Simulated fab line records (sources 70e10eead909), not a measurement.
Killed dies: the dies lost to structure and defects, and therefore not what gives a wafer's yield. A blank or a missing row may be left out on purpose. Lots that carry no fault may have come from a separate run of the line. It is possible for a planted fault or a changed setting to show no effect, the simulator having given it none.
Which tool is to blame?    flow nandHarc    Sampling: 24 lots, 72 wafers, 3 of 1302 route steps

WHAT THE GAUGES SHOWED, per wafer
NHARC_P_M2_THK_MEAS_24: measures by xrf.
lot   measured      on            thkNm (nm)
L074  day 6 13:08   filmMetro-02  143.4 146.6 143.4
L075  day 7 02:28   filmMetro-01  143.1 141.9 142.1
L076  day 7 06:20   filmMetro-02  145.2 142.5 145.8
L077  day 7 17:40   filmMetro-02  147.7 144.3 147.0
L078  day 8 09:14   filmMetro-02  142.0 145.3 145.0
L079  day 8 12:16   filmMetro-02  144.8 145.3 144.8
L080  day 9 07:59   filmMetro-02  144.9 146.2 143.9
L081  day 9 08:08   filmMetro-01  144.4 145.4 146.0
L082  day 10 02:36  filmMetro-01  144.8 144.6 148.2
L083  day 10 10:13  filmMetro-02  145.3 145.8 141.6
L084  day 10 23:15  filmMetro-01  143.8 143.7 144.0
L085  day 11 04:38  filmMetro-02  146.0 145.1 145.6
L086  day 11 05:34  filmMetro-01  142.5 144.0 147.3
L087  day 11 20:26  filmMetro-01  145.2 148.4 143.8
L089  day 12 21:24  filmMetro-01  146.1 145.6 142.3
L088  day 12 22:20  filmMetro-02  144.4 142.6 146.0
L090  day 13 11:47  filmMetro-01  145.4 145.3 145.5
L091  day 13 23:17  filmMetro-02  144.3 143.6 143.6
L092  day 14 00:08  filmMetro-01  143.7 145.6 144.8
L093  day 14 10:40  filmMetro-01  145.3 145.6 145.6
L094  day 14 16:01  filmMetro-02  142.6 145.2 141.9
L095  day 15 04:32  filmMetro-01  142.7 143.4 143.7
L096  day 15 19:46  filmMetro-02  142.7 142.2 145.5
L097  day 15 22:33  filmMetro-02  145.8 145.9 146.6

NHARC_P_BONDPAD_CD_MEAS_09: the cd target is 500 nm.
lot   measured      on        cdNm (nm)
L074  day 6 15:04   cdSem-02  500.0 503.7 500.6
L075  day 7 04:25   cdSem-03  497.6 498.4 496.3
L076  day 7 08:16   cdSem-03  497.0 499.4 497.8
L077  day 7 19:37   cdSem-01  498.9 499.3 502.1
L078  day 8 11:10   cdSem-03  500.8 501.3 500.1
L079  day 8 14:05   cdSem-03  495.8 494.4 496.3
L080  day 9 09:54   cdSem-02  497.6 497.1 495.3
L081  day 9 10:04   cdSem-01  501.9 502.3 503.2
L082  day 10 04:32  cdSem-03  502.0 496.5 498.1
L083  day 10 12:11  cdSem-02  495.7 498.2 497.7
L084  day 11 01:07  cdSem-03  499.6 501.3 497.8
L085  day 11 06:36  cdSem-01  497.9 497.5 496.9
L086  day 11 07:32  cdSem-01  495.4 494.6 494.1
L087  day 11 22:22  cdSem-03  503.1 503.7 504.6
L089  day 12 23:21  cdSem-01  494.9 494.9 498.2
L088  day 13 00:17  cdSem-03  500.7 500.2 500.7
L090  day 13 13:36  cdSem-03  503.7 500.5 502.8
L091  day 14 01:13  cdSem-03  498.3 494.9 499.0
L092  day 14 02:04  cdSem-02  496.5 499.3 501.7
L093  day 14 12:41  cdSem-01  501.5 500.8 501.7
L094  day 14 17:48  cdSem-01  499.0 498.3 498.4
L095  day 15 06:28  cdSem-01  498.1 499.1 496.1
L096  day 15 21:42  cdSem-02  498.3 496.1 495.7
L097  day 16 00:22  cdSem-01  495.1 496.2 496.0

WHICH TOOL RAN EACH LOT (tool, then ch and the chambers of the sampled wafers, then the start)
lot   NHARC_P_M2_ANNEAL_31
L074  rtpAnneal-02 ch 0, day 6 12:28
L075  rtpAnneal-01 ch 0, day 7 01:52
L076  rtpAnneal-02 ch 0, day 7 05:40
L077  rtpAnneal-02 ch 0, day 7 17:10
L078  rtpAnneal-02 ch 0, day 8 08:41
L079  rtpAnneal-02 ch 0, day 8 11:39
L080  rtpAnneal-01 ch 0, day 9 07:28
L081  rtpAnneal-02 ch 0, day 9 07:31
L082  rtpAnneal-01 ch 0, day 10 01:56
L083  rtpAnneal-01 ch 0, day 10 09:34
L084  rtpAnneal-01 ch 0, day 10 22:38
L085  rtpAnneal-02 ch 0, day 11 03:59
L086  rtpAnneal-02 ch 0, day 11 04:54
L087  rtpAnneal-01 ch 0, day 11 19:47
L089  rtpAnneal-02 ch 0, day 12 20:46
L088  rtpAnneal-01 ch 0, day 12 21:41
L090  rtpAnneal-02 ch 0, day 13 11:08
L091  rtpAnneal-01 ch 0, day 13 22:37
L092  rtpAnneal-02 ch 0, day 13 23:28
L093  rtpAnneal-01 ch 0, day 14 10:00
L094  rtpAnneal-01 ch 0, day 14 15:22
L095  rtpAnneal-01 ch 0, day 15 03:59
L096  rtpAnneal-02 ch 0, day 15 19:07
L097  rtpAnneal-02 ch 0, day 15 21:56
- NHARC_P_M2_ANNEAL_31: time 90 s.

AS READ BY THE TOOLS THEMSELVES (means over the sampled wafers that have a number; for cases with no such wafer, the mark the record gives instead)
NHARC_P_M2_ANNEAL_31.
lot   tool          annealTempCMax  wafer_temp_C_max
L074  rtpAnneal-02  225.61          226.4
L075  rtpAnneal-01  226.10          225.6
L076  rtpAnneal-02  225.98          226.7
L077  rtpAnneal-02  225.93          226.3
L078  rtpAnneal-02  225.96          226.5
L079  rtpAnneal-02  225.85          226.7
L080  rtpAnneal-01  225.78          225.7
L081  rtpAnneal-02  226.03          226.5
L082  rtpAnneal-01  226.24          225.7
L083  rtpAnneal-01  225.86          225.6
L084  rtpAnneal-01  225.90          225.6
L085  rtpAnneal-02  225.85          226.3
L086  rtpAnneal-02  225.87          226.6
L087  rtpAnneal-01  225.86          225.6
L089  rtpAnneal-02  225.96          226.5
L088  rtpAnneal-01  225.94          225.6
L090  rtpAnneal-02  225.97          226.9
L091  rtpAnneal-01  226.16          225.8
L092  rtpAnneal-02  226.05          226.7
L093  rtpAnneal-01  226.02          225.6
L094  rtpAnneal-01  225.96          225.7
L095  rtpAnneal-01  225.89          225.7
L096  rtpAnneal-02  225.96          226.6
L097  rtpAnneal-02  225.92          226.7

THE ANSWER, worked out from the rows above alone
Rule: the usual values come from the lots themselves. The widest of any qualifying gaps counts: lots, ordered by their means at a reading, are off when they make up no more than a third of the lots, leave a main group of 4 or more, and stand apart from it by 3 or more times the standard deviation of that group's means. If all means in a main group match to the digits the tables above print for the reading, that group is not used. Also off: a lot with no number at a reading for which 4 or more lots have one. All remaining lots with rows at the step are treated as sound. First the gauges in route order, then the tools' own readings, where a lot's mean is used as printed above. At the first step where some lot is off, the reading lying furthest off is the one used; lots without a number count as furthest.
None of the lots is off at any reading shown; this tells nothing.

WHAT THE SIMULATOR HAD INSERTED
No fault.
